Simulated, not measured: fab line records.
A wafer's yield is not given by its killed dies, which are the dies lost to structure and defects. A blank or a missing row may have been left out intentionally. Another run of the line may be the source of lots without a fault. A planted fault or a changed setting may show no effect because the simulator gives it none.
Chamber matching / flow n5 finfet / 4 sister chambers for N5_BEOL_M2_STRIP_66 on rie diel-04
The step strips in CF4. 4 wafers are shown with their chamber, then 10 later ones without.

== WAFERS PAIRED WITH THEIR CHAMBERS ==
wafer=L080.4; chamber=2; throttle valve pct (%)=13.68
wafer=L090.2; chamber=0; throttle valve pct (%)=13.48
wafer=L092.2; chamber=1; throttle valve pct (%)=13.25
wafer=L092.4; chamber=3; throttle valve pct (%)=13.19

== WAFERS WITHOUT THEIR CHAMBER ==
wafer=L092.5; throttle valve pct (%)=13.20
wafer=L093.1; throttle valve pct (%)=13.21
wafer=L093.5; throttle valve pct (%)=13.19
wafer=L093.6; throttle valve pct (%)=13.73
wafer=L096.1; throttle valve pct (%)=13.26
wafer=L096.3; throttle valve pct (%)=13.53
wafer=L096.6; throttle valve pct (%)=13.75
wafer=L097.3; throttle valve pct (%)=13.22
wafer=L097.4; throttle valve pct (%)=13.53
wafer=L097.6; throttle valve pct (%)=13.54

== WHICH CHAMBER EACH ONE RAN IN ==
wafer=L092.5; from the rows above=can't be placed: 3 or 1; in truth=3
wafer=L093.1; from the rows above=can't be placed: 3 or 1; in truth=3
wafer=L093.5; from the rows above=can't be placed: 3 or 1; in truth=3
wafer=L093.6; from the rows above=2; in truth=2
wafer=L096.1; from the rows above=can't be placed: 1 or 3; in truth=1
wafer=L096.3; from the rows above=0; in truth=0
wafer=L096.6; from the rows above=2; in truth=2
wafer=L097.3; from the rows above=can't be placed: 1 or 3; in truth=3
wafer=L097.4; from the rows above=0; in truth=0
wafer=L097.6; from the rows above=can't be placed: 0 or 2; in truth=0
Correct placement for 4 of the 10. Unplaceable from these rows: 6, with the true chamber sitting among the candidates in 6. Wrongly placed: 0.
How it was worked out, from the rows above alone: a wafer's distance from a chamber is the root of the sum, over the readings, of the square of ((its reading less the chamber's mean) divided by the reading's scatter). The wafer belongs to the nearest chamber; if the next one is less than 2 further off, it can't be placed. The mean given for a chamber averages the wafers shown for that chamber. The scatter (one wafer shown for each chamber): square how far every hidden wafer sits from the nearest shown wafer, average those squares and take the square root.
